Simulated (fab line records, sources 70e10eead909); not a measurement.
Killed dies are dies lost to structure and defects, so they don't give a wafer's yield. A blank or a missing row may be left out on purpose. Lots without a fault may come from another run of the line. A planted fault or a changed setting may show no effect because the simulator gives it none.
Which tool did it? | flow nand_harc | 24 lots, 72 wafers sampled, at 6 steps of a route of 1302

WHAT THE GAUGES READ, wafer by wafer
The record holds no reading of a measuring or inspecting step that can be judged against a usual standard deviation.

WHICH TOOL RAN EACH LOT (tool, then ch and the chambers of the sampled wafers, then the start)
lot  | NHARC_A_WL_FILL_ALD_02              | NHARC_A_CONTACT_ETCH_48            | NHARC_A_CONTACT_ETCH_115             | NHARC_A_CONTACT_ETCH_119             | NHARC_A_CONTACT_ETCH_122             | NHARC_A_CONTACT_ETCH_90
L074 | ald_metal-02 ch 1,2,3, day 20 15:07 | rie_diel-02 ch 1,2, day 21 14:46   | har_cap_etch-01 ch 0,1, day 21 17:12 | har_cap_etch-01 ch 0,1, day 21 17:53 | har_cap_etch-01 ch 0,1, day 21 18:24 | rie_diel-02 ch 0,2, day 21 19:34
L076 | ald_metal-02 ch 0,1,3, day 21 08:55 | rie_diel-02 ch 0,1,3, day 22 11:13 | har_cap_etch-01 ch 0,1, day 22 13:39 | har_cap_etch-01 ch 0,1, day 22 14:20 | har_cap_etch-01 ch 0,1, day 22 14:51 | rie_diel-04 ch 0,1,3, day 22 16:00
L077 | ald_metal-04 ch 0,1,3, day 21 09:00 | rie_diel-02 ch 0,2, day 22 09:21   | har_cap_etch-03 ch 0,1, day 22 11:47 | har_cap_etch-03 ch 0,1, day 22 12:28 | har_cap_etch-03 ch 0,1, day 22 12:58 | rie_diel-02 ch 2,3, day 22 14:08
L075 | ald_metal-03 ch 0,1,2, day 21 12:52 | rie_diel-11 ch 0,1,3, day 22 15:18 | har_cap_etch-03 ch 0, day 22 17:46   | har_cap_etch-03 ch 0, day 22 18:28   | har_cap_etch-03 ch 0, day 22 18:58   | rie_diel-02 ch 1,2,3, day 22 20:07
L078 | ald_metal-03 ch 0,1,3, day 21 20:44 | rie_diel-11 ch 0,1,3, day 22 23:42 | har_cap_etch-03 ch 0, day 23 02:09   | har_cap_etch-03 ch 0, day 23 02:50   | har_cap_etch-03 ch 0, day 23 03:21   | rie_diel-02 ch 0,3, day 23 04:31
L080 | ald_metal-02 ch 0,3, day 22 22:17   | rie_diel-11 ch 1,3, day 23 22:59   | har_cap_etch-02 ch 0,1, day 24 01:30 | har_cap_etch-02 ch 0,1, day 24 02:10 | har_cap_etch-02 ch 0,1, day 24 02:41 | rie_diel-11 ch 2,3, day 24 03:47
L079 | ald_metal-03 ch 1,2, day 23 09:38   | rie_diel-11 ch 1,3, day 24 11:43   | har_cap_etch-03 ch 0,1, day 24 14:31 | har_cap_etch-03 ch 0,1, day 24 15:11 | har_cap_etch-03 ch 0,1, day 24 15:42 | rie_diel-11 ch 0,2,3, day 24 16:51
L082 | ald_metal-04 ch 0,1,2, day 23 19:04 | rie_diel-04 ch 0,2,3, day 24 19:04 | har_cap_etch-02 ch 0,1, day 24 21:44 | har_cap_etch-02 ch 0,1, day 24 22:38 | har_cap_etch-02 ch 0,1, day 24 23:20 | rie_diel-04 ch 0,1,3, day 25 00:43
L081 | ald_metal-03 ch 0,1, day 23 21:01   | rie_diel-11 ch 0,2,3, day 25 00:46 | har_cap_etch-03 ch 0,1, day 25 03:13 | har_cap_etch-03 ch 0,1, day 25 03:54 | har_cap_etch-03 ch 0,1, day 25 04:25 | rie_diel-02 ch 1,2, day 25 05:35
L083 | ald_metal-04 ch 0,1, day 24 02:51   | rie_diel-11 ch 0,3, day 25 06:46   | har_cap_etch-02 ch 0,1, day 25 09:14 | har_cap_etch-02 ch 0,1, day 25 09:55 | har_cap_etch-02 ch 0,1, day 25 10:25 | rie_diel-11 ch 0,2,3, day 25 11:33
L085 | ald_metal-02 ch 0,1,3, day 24 16:26 | rie_diel-04 ch 0,2, day 25 17:24   | har_cap_etch-01 ch 0,1, day 25 19:50 | har_cap_etch-01 ch 0,1, day 25 20:31 | har_cap_etch-01 ch 0,1, day 25 21:02 | rie_diel-02 ch 1,2, day 25 22:11
L084 | ald_metal-04 ch 0,1, day 24 16:38   | rie_diel-11 ch 0,3, day 25 17:58   | har_cap_etch-02 ch 0,1, day 25 20:29 | har_cap_etch-02 ch 0,1, day 25 21:10 | har_cap_etch-02 ch 0,1, day 25 21:40 | rie_diel-11 ch 0,1, day 25 22:44
L087 | ald_metal-02 ch 2,3, day 24 21:54   | rie_diel-02 ch 2,3, day 26 03:16   | har_cap_etch-01 ch 0,1, day 26 05:47 | har_cap_etch-01 ch 0,1, day 26 06:28 | har_cap_etch-01 ch 0,1, day 26 06:59 | rie_diel-02 ch 0,2,3, day 26 08:07
L086 | ald_metal-02 ch 1,2, day 25 00:48   | rie_diel-11 ch 0,1, day 25 22:50   | har_cap_etch-03 ch 0,1, day 26 01:19 | har_cap_etch-03 ch 0,1, day 26 02:00 | har_cap_etch-03 ch 0,1, day 26 02:31 | rie_diel-11 ch 1,3, day 26 03:39
L088 | ald_metal-03 ch 1,2,3, day 26 00:31 | rie_diel-02 ch 1,2,3, day 27 01:46 | har_cap_etch-01 ch 0,1, day 27 04:17 | har_cap_etch-01 ch 0,1, day 27 04:58 | har_cap_etch-01 ch 0,1, day 27 05:29 | rie_diel-11 ch 0,2,3, day 27 06:34
L089 | ald_metal-02 ch 0,1, day 27 02:34   | rie_diel-11 ch 0,2,3, day 28 03:19 | har_cap_etch-02 ch 0,1, day 28 05:47 | har_cap_etch-02 ch 0,1, day 28 06:28 | har_cap_etch-02 ch 0,1, day 28 06:59 | rie_diel-02 ch 1,2,3, day 28 08:07
L090 | ald_metal-04 ch 0,3, day 27 02:44   | rie_diel-02 ch 0,2, day 28 03:08   | har_cap_etch-01 ch 0,1, day 28 05:35 | har_cap_etch-01 ch 0,1, day 28 06:16 | har_cap_etch-01 ch 0,1, day 28 06:46 | rie_diel-02 ch 0,1,2, day 28 07:56
L091 | ald_metal-04 ch 0,2,3, day 27 21:22 | rie_diel-02 ch 0,2,3, day 28 23:47 | har_cap_etch-02 ch 0,1, day 29 02:57 | har_cap_etch-02 ch 0,1, day 29 03:38 | har_cap_etch-02 ch 0,1, day 29 04:08 | rie_diel-02 ch 0,2,3, day 29 05:17
L092 | ald_metal-02 ch 0,2,3, day 28 01:37 | rie_diel-02 ch 0,1,3, day 28 23:28 | har_cap_etch-01 ch 0,1, day 29 02:06 | har_cap_etch-01 ch 0,1, day 29 02:47 | har_cap_etch-01 ch 0,1, day 29 03:17 | rie_diel-11 ch 2,3, day 29 04:26
L093 | ald_metal-02 ch 0,1,2, day 28 10:05 | rie_diel-02 ch 0,1,3, day 29 16:41 | har_cap_etch-02 ch 0,1, day 29 19:08 | har_cap_etch-02 ch 0,1, day 29 19:49 | har_cap_etch-02 ch 0,1, day 29 20:19 | rie_diel-02 ch 0,1,2, day 29 21:29
L095 | ald_metal-03 ch 0,2, day 29 16:28   | rie_diel-02 ch 1,3, day 30 18:54   | har_cap_etch-01 ch 0,1, day 30 21:20 | har_cap_etch-01 ch 0,1, day 30 22:02 | har_cap_etch-01 ch 0,1, day 30 22:32 | rie_diel-02 ch 0,2,3, day 30 23:43
L094 | ald_metal-02 ch 0,1,2, day 30 00:14 | rie_diel-11 ch 0,1, day 31 03:23   | har_cap_etch-03 ch 0,1, day 31 05:50 | har_cap_etch-03 ch 0,1, day 31 06:31 | har_cap_etch-03 ch 0,1, day 31 07:01 | rie_diel-02 ch 2,3, day 31 08:11
L096 | ald_metal-03 ch 0,1, day 30 04:50   | rie_diel-02 ch 0,1,2, day 31 10:05 | har_cap_etch-02 ch 0,1, day 31 12:34 | har_cap_etch-02 ch 0,1, day 31 13:16 | har_cap_etch-02 ch 0,1, day 31 13:46 | rie_diel-04 ch 0,1,3, day 31 14:53
L097 | ald_metal-02 ch 0,1,3, day 30 04:54 | rie_diel-02 ch 0,2,3, day 31 03:02 | har_cap_etch-02 ch 0,1, day 31 05:30 | har_cap_etch-02 ch 0,1, day 31 06:11 | har_cap_etch-02 ch 0,1, day 31 06:42 | rie_diel-11 ch 0,3, day 31 07:50
- NHARC_A_WL_FILL_ALD_02: deposits TiN, target thk 2 nm, pulse time 3 s, ald cycles 100.
- NHARC_A_CONTACT_ETCH_48: etches the open film in CF4, target depth 39 nm, time 65 s.
- NHARC_A_CONTACT_ETCH_115: etches the open film in C4F8/O2/Ar, time 190 s, target depth 1850 nm.
- NHARC_A_CONTACT_ETCH_119: etches the open film in C4F8/O2/Ar, time 190 s, target depth 1850 nm.
- NHARC_A_CONTACT_ETCH_122: etches the open film in C4F8/O2/Ar, time 190 s, target depth 1850 nm.
- NHARC_A_CONTACT_ETCH_90: etches the open film in CH3F/O2, target depth 40 nm, time 85.7 s.

WHAT THE TOOLS THEMSELVES READ (means of the sampled wafers that have a number; where no wafer has one, the mark that the record gives instead)
NHARC_A_WL_FILL_ALD_02. Usual: heater_power_w 1132 W, standard deviation 81; precursor_pulse_height_rel 0.999, standard deviation 0.021.
lot  | tool         | heater_power_w (W) | precursor_pulse_height_rel | flag
L074 | ald_metal-02 | 1148               | 1.001                      |
L076 | ald_metal-02 | 1069               | 0.985                      |
L077 | ald_metal-04 | 1099               | 1.004                      |
L075 | ald_metal-03 | 1126               | 0.983                      |
L078 | ald_metal-03 | 1166               | 1.007                      |
L080 | ald_metal-02 | 1027               | 1.016                      |
L079 | ald_metal-03 | 1155               | 0.988                      |
L082 | ald_metal-04 | 1160               | 1.019                      |
L081 | ald_metal-03 | 1176               | 0.996                      |
L083 | ald_metal-04 | 1116               | 1.008                      |
L085 | ald_metal-02 | 1048               | 0.994                      |
L084 | ald_metal-04 | 1130               | 0.999                      |
L087 | ald_metal-02 | 1200               | 0.985                      |
L086 | ald_metal-02 | 1251               | 1.011                      |
L088 | ald_metal-03 | 1104               | 1.012                      |
L089 | ald_metal-02 | 1136               | 0.989                      |
L090 | ald_metal-04 | 1100               | 1.001                      |
L091 | ald_metal-04 | 1139               | 0.992                      |
L092 | ald_metal-02 | 1103               | 1.014                      |
L093 | ald_metal-02 | 1155               | 1.016                      |
L095 | ald_metal-03 | 1085               | 0.998                      |
L094 | ald_metal-02 | 1187               | 0.996                      |
L096 | ald_metal-03 | 1140               | 1.000                      |
L097 | ald_metal-02 | 1092               | 1.010                      |

NHARC_A_CONTACT_ETCH_48. Usual: drypump_motor_current_A 5.5 A, standard deviation 0.36; oes_product_au 0.999 a.u., standard deviation 0.0088; rf_fwd_power_W 296.5 W, standard deviation 1.3; rf_vpp_V 151.5 V, standard deviation 1.3; showerhead_plenum_p_Torr 1.79 Torr, standard deviation 0.084; throttle_valve_pct 13.284 %, standard deviation 0.0092.
lot  | tool        | drypump_motor_current_A (A) | oes_product_au (a.u.) | rf_fwd_power_W (W) | rf_vpp_V (V) | showerhead_plenum_p_Torr (Torr) | throttle_valve_pct (%) | flag
L074 | rie_diel-02 | 5.1                         | 1.010                 | 297.0              | 150.9        | 1.76                            | 13.285                 |
L076 | rie_diel-02 | 5.6                         | 1.003                 | 296.1              | 151.5        | 1.83                            | 13.282                 |
L077 | rie_diel-02 | 5.4                         | 0.994                 | 295.7              | 150.2        | 1.71                            | 13.285                 |
L075 | rie_diel-11 | 5.5                         | 1.003                 | 296.2              | 152.3        | 1.82                            | 13.280                 |
L078 | rie_diel-11 | 5.5                         | 0.994                 | 296.7              | 152.3        | 1.82                            | 13.280                 |
L080 | rie_diel-11 | 5.5                         | 1.001                 | 295.5              | 151.5        | 1.75                            | 13.283                 |
L079 | rie_diel-11 | 5.3                         | 0.995                 | 295.8              | 151.4        | 1.80                            | 13.284                 |
L082 | rie_diel-04 | 5.6                         | 0.997                 | 296.9              | 151.3        | 1.78                            | 13.293                 |
L081 | rie_diel-11 | 5.6                         | 0.992                 | 297.0              | 152.6        | 1.87                            | 13.285                 |
L083 | rie_diel-11 | 5.5                         | 0.988                 | 296.9              | 151.9        | 1.89                            | 13.277                 |
L085 | rie_diel-04 | 6.0                         | 0.990                 | 297.1              | 152.2        | 1.82                            | 13.282                 |
L084 | rie_diel-11 | 5.4                         | 0.981                 | 296.1              | 152.7        | 1.87                            | 13.299                 |
L087 | rie_diel-02 | 5.6                         | 0.999                 | 295.7              | 150.6        | 1.71                            | 13.280                 |
L086 | rie_diel-11 | 5.7                         | 0.996                 | 297.0              | 150.5        | 1.76                            | 13.286                 |
L088 | rie_diel-02 | 5.5                         | 1.006                 | 296.1              | 151.8        | 1.77                            | 13.276                 |
L089 | rie_diel-11 | 5.6                         | 1.003                 | 297.2              | 153.6        | 1.86                            | 13.283                 |
L090 | rie_diel-02 | 5.4                         | 1.001                 | 295.9              | 150.1        | 1.70                            | 13.280                 |
L091 | rie_diel-02 | 5.7                         | 0.995                 | 296.8              | 150.8        | 1.76                            | 13.283                 |
L092 | rie_diel-02 | 5.6                         | 0.997                 | 297.1              | 151.9        | 1.82                            | 13.278                 |
L093 | rie_diel-02 | 5.6                         | 1.002                 | 297.1              | 152.2        | 1.82                            | 13.287                 |
L095 | rie_diel-02 | 5.7                         | 0.996                 | 296.5              | 151.5        | 1.82                            | 13.287                 |
L094 | rie_diel-11 | 5.7                         | 0.994                 | 295.9              | 150.7        | 1.75                            | 13.276                 |
L096 | rie_diel-02 | 5.3                         | 1.002                 | 297.7              | 151.2        | 1.76                            | 13.289                 |
L097 | rie_diel-02 | 5.7                         | 1.006                 | 294.9              | 151.7        | 1.76                            | 13.288                 |

NHARC_A_CONTACT_ETCH_115. Usual: oes_air_line_au 0.999 a.u., standard deviation 0.02.
lot  | tool            | oes_air_line_au (a.u.) | flag
L074 | har_cap_etch-01 | 1.009                  |
L076 | har_cap_etch-01 | 1.004                  |
L077 | har_cap_etch-03 | 1.000                  |
L075 | har_cap_etch-03 | 1.013                  |
L078 | har_cap_etch-03 | 0.997                  |
L080 | har_cap_etch-02 | 0.982                  |
L079 | har_cap_etch-03 | 0.988                  |
L082 | har_cap_etch-02 | 0.993                  |
L081 | har_cap_etch-03 | 0.991                  |
L083 | har_cap_etch-02 | 0.999                  |
L085 | har_cap_etch-01 | 0.999                  |
L084 | har_cap_etch-02 | 0.984                  |
L087 | har_cap_etch-01 | 1.006                  |
L086 | har_cap_etch-03 | 1.006                  |
L088 | har_cap_etch-01 | 1.010                  |
L089 | har_cap_etch-02 | 0.993                  |
L090 | har_cap_etch-01 | 0.986                  |
L091 | har_cap_etch-02 | 0.970                  |
L092 | har_cap_etch-01 | 0.992                  |
L093 | har_cap_etch-02 | 0.998                  |
L095 | har_cap_etch-01 | 0.991                  |
L094 | har_cap_etch-03 | 0.985                  |
L096 | har_cap_etch-02 | 0.993                  |
L097 | har_cap_etch-02 | 0.981                  |

NHARC_A_CONTACT_ETCH_119. Usual: oes_air_line_au 1.005 a.u., standard deviation 0.02.
lot  | tool            | oes_air_line_au (a.u.) | flag
L074 | har_cap_etch-01 | 0.985                  |
L076 | har_cap_etch-01 | 1.014                  |
L077 | har_cap_etch-03 | 1.023                  |
L075 | har_cap_etch-03 | 1.028                  |
L078 | har_cap_etch-03 | 1.003                  |
L080 | har_cap_etch-02 | 1.006                  |
L079 | har_cap_etch-03 | 1.011                  |
L082 | har_cap_etch-02 | 1.010                  |
L081 | har_cap_etch-03 | 0.987                  |
L083 | har_cap_etch-02 | 0.997                  |
L085 | har_cap_etch-01 | 1.012                  |
L084 | har_cap_etch-02 | 1.011                  |
L087 | har_cap_etch-01 | 1.026                  |
L086 | har_cap_etch-03 | 0.987                  |
L088 | har_cap_etch-01 | 1.004                  |
L089 | har_cap_etch-02 | 1.000                  |
L090 | har_cap_etch-01 | 0.983                  |
L091 | har_cap_etch-02 | 0.988                  |
L092 | har_cap_etch-01 | 1.008                  |
L093 | har_cap_etch-02 | 0.981                  |
L095 | har_cap_etch-01 | 1.010                  |
L094 | har_cap_etch-03 | 1.009                  |
L096 | har_cap_etch-02 | 1.006                  |
L097 | har_cap_etch-02 | 0.990                  |

NHARC_A_CONTACT_ETCH_122. Usual: oes_air_line_au 0.997 a.u., standard deviation 0.022.
lot  | tool            | oes_air_line_au (a.u.) | flag
L074 | har_cap_etch-01 | 0.999                  |
L076 | har_cap_etch-01 | 0.973                  |
L077 | har_cap_etch-03 | 0.994                  |
L075 | har_cap_etch-03 | 1.016                  |
L078 | har_cap_etch-03 | 1.004                  |
L080 | har_cap_etch-02 | 1.003                  |
L079 | har_cap_etch-03 | 0.999                  |
L082 | har_cap_etch-02 | 0.969                  |
L081 | har_cap_etch-03 | 1.017                  |
L083 | har_cap_etch-02 | 0.977                  |
L085 | har_cap_etch-01 | 1.020                  |
L084 | har_cap_etch-02 | 1.003                  |
L087 | har_cap_etch-01 | 1.001                  |
L086 | har_cap_etch-03 | 0.989                  |
L088 | har_cap_etch-01 | 1.001                  |
L089 | har_cap_etch-02 | 1.016                  |
L090 | har_cap_etch-01 | 0.998                  |
L091 | har_cap_etch-02 | 1.015                  |
L092 | har_cap_etch-01 | 1.005                  |
L093 | har_cap_etch-02 | 0.995                  |
L095 | har_cap_etch-01 | 0.972                  |
L094 | har_cap_etch-03 | 1.013                  |
L096 | har_cap_etch-02 | 0.992                  |
L097 | har_cap_etch-02 | 1.026                  |

NHARC_A_CONTACT_ETCH_90. Usual: drypump_motor_current_A 5.5 A, standard deviation 0.38; oes_product_au 0.95 a.u., standard deviation 0.036; rf_fwd_power_W 495.4 W, standard deviation 1.9; rf_vpp_V 244.8 V, standard deviation 1.9; showerhead_plenum_p_Torr 2.50 Torr, standard deviation 0.12; throttle_valve_pct 20.662 %, standard deviation 0.0096.
lot  | tool        | drypump_motor_current_A (A) | oes_product_au (a.u.) | rf_fwd_power_W (W) | rf_vpp_V (V) | showerhead_plenum_p_Torr (Torr) | throttle_valve_pct (%) | flag
L074 | rie_diel-02 | 5.4                         | 0.93                  | 495.1              | 242.9        | 2.37                            | 20.669                 |
L076 | rie_diel-04 | 5.5                         | 0.92                  | 495.4              | 243.9        | 2.44                            | 20.657                 |
L077 | rie_diel-02 | 5.6                         | 0.92                  | 493.3              | 242.9        | 2.38                            | 20.651                 |
L075 | rie_diel-02 | 5.5                         | 0.99                  | 493.7              | 243.9        | 2.46                            | 20.657                 |
L078 | rie_diel-02 | 5.9                         | 0.99                  | 496.1              | 245.5        | 2.55                            | 20.660                 |
L080 | rie_diel-11 | 5.6                         | 0.93                  | 495.2              | 246.3        | 2.59                            | 20.661                 |
L079 | rie_diel-11 | 5.6                         | 0.92                  | 496.8              | 246.9        | 2.61                            | 20.652                 |
L082 | rie_diel-04 | 5.5                         | 0.92                  | 495.7              | 243.5        | 2.43                            | 20.665                 |
L081 | rie_diel-02 | 5.2                         | 1.01                  | 495.8              | 243.6        | 2.37                            | 20.663                 |
L083 | rie_diel-11 | 5.6                         | 0.92                  | 496.7              | 246.1        | 2.60                            | 20.649                 |
L085 | rie_diel-02 | 5.1                         | 1.02                  | 496.3              | 244.0        | 2.45                            | 20.665                 |
L084 | rie_diel-11 | 5.7                         | 0.92                  | 495.5              | 245.9        | 2.54                            | 20.661                 |
L087 | rie_diel-02 | 5.7                         | 0.93                  | 495.3              | 243.4        | 2.46                            | 20.669                 |
L086 | rie_diel-11 | 5.4                         | 0.92                  | 492.9              | 245.2        | 2.51                            | 20.654                 |
L088 | rie_diel-11 | 5.6                         | 0.99                  | 495.6              | 245.7        | 2.60                            | 20.655                 |
L089 | rie_diel-02 | 5.5                         | 0.96                  | 495.0              | 244.9        | 2.45                            | 20.675                 |
L090 | rie_diel-02 | 5.4                         | 0.92                  | 495.2              | 244.0        | 2.45                            | 20.661                 |
L091 | rie_diel-02 | 5.7                         | 0.92                  | 495.3              | 244.4        | 2.45                            | 20.658                 |
L092 | rie_diel-11 | 5.6                         | 1.00                  | 494.0              | 245.0        | 2.57                            | 20.662                 |
L093 | rie_diel-02 | 5.3                         | 0.92                  | 497.3              | 244.2        | 2.44                            | 20.662                 |
L095 | rie_diel-02 | 5.7                         | 0.92                  | 495.8              | 244.2        | 2.45                            | 20.660                 |
L094 | rie_diel-02 | 5.8                         | 0.92                  | 494.9              | 243.9        | 2.45                            | 20.670                 |
L096 | rie_diel-04 | 5.5                         | 1.00                  | 495.7              | 244.1        | 2.41                            | 20.668                 |
L097 | rie_diel-11 | 5.5                         | 0.93                  | 496.6              | 246.6        | 2.61                            | 20.662                 |

THE ANSWER, worked out from the rows above alone
Rule: a lot is off if the mean of its wafers that have a number lies more than 3 standard deviations from the usual mean. A lot without any number at a reading at which 4 lots or more have one is off too. The other lots that the step has rows for count as sound. The gauges are gone through in route order, then the tools' own readings, and for those a lot's mean is taken as printed above. The first step at which some lot is off is used, and at that step the reading that is off furthest; a lot without a number counts as furthest.
No lot is off at any reading shown: from this, nothing can be told.

WHAT THE SIMULATOR HAD PUT IN
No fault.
